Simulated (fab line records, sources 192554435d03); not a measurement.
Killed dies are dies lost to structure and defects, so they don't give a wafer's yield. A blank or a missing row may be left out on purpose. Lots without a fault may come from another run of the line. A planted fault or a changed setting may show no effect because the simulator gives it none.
A struck lot beside a sound one | flow n5_finfet | 39 steps out of a route of 1938
Sound: wafers L211.1, L211.3, L211.6. Struck: wafer L224.5. (L224.1, L224.3 of the same lot were not struck and are left out.) The cause comes at the end.
At each step with rows: each side's tool, then ch and its chambers, then its first start. Under that, the readings that differ: sound wafers | struck wafers | difference of the means | sigmas: that difference in standard deviations of wafers without a fault.
alike: readings whose means differ by less than 2 such deviations, and words and numbers that are the same on both sides. not compared: withheld readings, readings that some wafer has no value for, bounds like >300 that may hide the same value, and numbers for which the record gives no deviation and whose values overlap.
The two part at a step that has a row with sigmas, a row that says differs or no value, or rows on one side only. Numbers that don't overlap but have no deviation are shown without sigmas and don't part them. A reading that every wafer of one side lacks parts them only if that side has two wafers or more.

first, 9 steps without rows for these wafers: N5_BEOL_M13_SOFTBAKE_23 (time 60 s); N5_BEOL_M13_EXPOSE_25 (exposes mask M13, target cd 210 nm); N5_BEOL_M13_PEB_26 (peb time 90 s); N5_BEOL_M13_DEVELOP_27 (develop time 45 s); N5_BEOL_M13_HARDBAKE_32 (time 120 s); N5_BEOL_M13_DESCUM_33 (chemistry O2, time 7.9 s); N5_BEOL_M13_ETCH_67 (etches SiARC in CF4, target depth 143 nm, time 238.3 s); N5_BEOL_M13_ETCH_68 (etches SOC in N2/H2, time 355 s); N5_BEOL_M13_STRIP_69 (strips in N2/H2).
N5_BEOL_M13_TRENCH_ETCH_34: etches SiOC in C4F8/O2/Ar, target depth 413.47 nm, time 162.6 s.
  sound on rie_diel-02 ch 0,1,2, day 12 22:35; struck on rie_diel-02 ch 1, day 15 09:18
  reading                  | sound             | struck | difference | sigmas
  model.etch.depth_nm (nm) | 416.9 415.4 428.4 | 346.4  | -73.8      |
  alike: O2_flow_sccm, drypump_motor_current_A, mfc_ar_sccm, oes_product_au, rf_vpp_V, showerhead_plenum_p_Torr, throttle_valve_pct
  not compared: rf_hours_counter_h
then, 1 step without rows for these wafers: N5_BEOL_M13_STRIP_70 (strips in C4F8/O2/Ar).
N5_BEOL_M13_OCD_MEAS_35:
  sound on ocd-02, day 12 22:46; struck on ocd-01, day 15 09:29
  reading              | sound       | struck | difference | sigmas
  trench_depth_nm (nm) | 417 416 428 | 347    | -73        | -9
then, 11 steps without rows for these wafers: N5_BEOL_M13_STRIP_37 (strips in N2/H2); N5_BEOL_M13_ETCH_38 (etches SiCN in CF4/N2, target depth 67.5 nm, time 71.9 s); N5_BEOL_M13_PRECLEAN_39 (cleans in residue remover, time 60 s); N5_BEOL_M13_SRD_40 (time 30 s, dry time 30 s); N5_BEOL_M13_DEGAS_41 (time 60 s); N5_BEOL_M13_PRE_CLEAN_42 (time 30 s); N5_BEOL_M13_SPUTTER_43 (material TaN, target thk 15 nm, time 24.19 s); N5_BEOL_M13_SPUTTER_44 (material Ta, target thk 10 nm, time 16.13 s); N5_BEOL_M13_SPUTTER_45 (material Cu, target thk 80 nm, time 13.33 s); N5_BEOL_M13_ECD_47 (material Cu, target thk 936 nm); N5_BEOL_M13_ANNEAL_48 (time 90 s).
N5_BEOL_M13_CMP_49: polishes, stops on SiOC, t overpolish 17.1 s, target thk 420 nm.
  sound on cmp-03 ch 2,3, day 13 08:08; struck on cmp-03 ch 1, day 15 13:16
  reading                                 | sound             | struck | difference | sigmas
  model.Cu_of_BEOL_M13_ECD_47.thk_nm (nm) | 419.2 421.2 431.8 | 351    | -73        |
  alike: barrier_field_endpoint_s, motor_current_A, overpolish_run_s
N5_BEOL_M13_THK_MEAS_50: measures by xrf.
  sound on film_metro-01, day 13 08:25; struck on film_metro-01, day 15 13:32
  reading      | sound       | struck | difference | sigmas
  M13_THK (nm) | 420 421 433 | 348    | -77        | -9
then, 2 steps without rows for these wafers: N5_BEOL_M13_PRE_CLEAN_52 (time 15 s); N5_BEOL_M13_DEP_53 (deposits SiCN from 3MS/NH3, target thk 50 nm, time 17.8 s).
N5_BEOL_M13_RS_MEAS_54: measures by four-point-probe.
  sound on film_metro-02, day 13 08:33; struck on film_metro-02, day 15 13:40
  reading         | sound                | struck | difference | sigmas
  M13_RS (ohm/sq) | 0.0449 0.0447 0.0437 | 0.0539 | +0.0095    | +11
then, 9 steps without rows for these wafers: N5_BEOL_M14_ILD_DEP_00 (deposits SiO2 from TEOS/O2, target thk 1119.3 nm, time 237.4 s); N5_BEOL_M14_COAT_58 (time 60 s, resist thk 89 nm); N5_BEOL_M14_COAT_04 (resist thk 800 nm); N5_BEOL_M14_EBR_06; N5_BEOL_M14_SOFTBAKE_05 (time 60 s); N5_BEOL_M14_EXPOSE_07 (exposes mask V13); N5_BEOL_M14_PEB_08 (peb time 90 s); N5_BEOL_M14_DEVELOP_09 (develop time 45 s); N5_BEOL_M14_HARDBAKE_14 (time 120 s).
N5_BEOL_M15_RC_MEAS_101:
  sound on prober-01 ch 0, day 13 21:14; struck on prober-02 ch 0, day 16 03:48
  reading                    | sound                      | struck   | difference | sigmas
  COMB_M10 (S/m)             | 1.34e-11 1.13e-11 1.09e-11 | 1.87e-11 | +6.83e-12  | +2
  COMB_M12 (S/m)             | 4.3e-12 7e-12 4.7e-12      | 8e-12    | +3e-12     | +2
  COMB_M6 (S/m)              | 2.9e-11 3.2e-11 3.8e-11    | 2.1e-11  | -1.2e-11   | -3
  COMB_M7 (S/m)              | 2.8e-11 3.4e-11 4.1e-11    | 2.3e-11  | -1.1e-11   | -2
  SERP_M13 (ohm/um)          | 0.304 0.303 0.295          | 0.359    | +0.058     | +7
  SERP_M13_max_site (ohm/um) | 0.305 0.306 0.300          | 0.362    | +0.058     | +7
  alike: COMB_M11, COMB_M11_max_site, COMB_M14, COMB_M14_max_site, COMB_M15, COMB_M5, COMB_M8, COMB_M9, SERP_M10, SERP_M11, SERP_M12, SERP_M14, SERP_M5, SERP_M6, SERP_M7, SERP_M8, SERP_M9
N5_PASSIVATION_PROBE_49:
  the record has rows for the sound wafers here (prober-01, day 14 10:13) and none for the struck ones

WHERE THEY PART
First at N5_BEOL_M13_OCD_MEAS_35; last, within this record, at N5_PASSIVATION_PROBE_49.

WHY: what the simulator had put in
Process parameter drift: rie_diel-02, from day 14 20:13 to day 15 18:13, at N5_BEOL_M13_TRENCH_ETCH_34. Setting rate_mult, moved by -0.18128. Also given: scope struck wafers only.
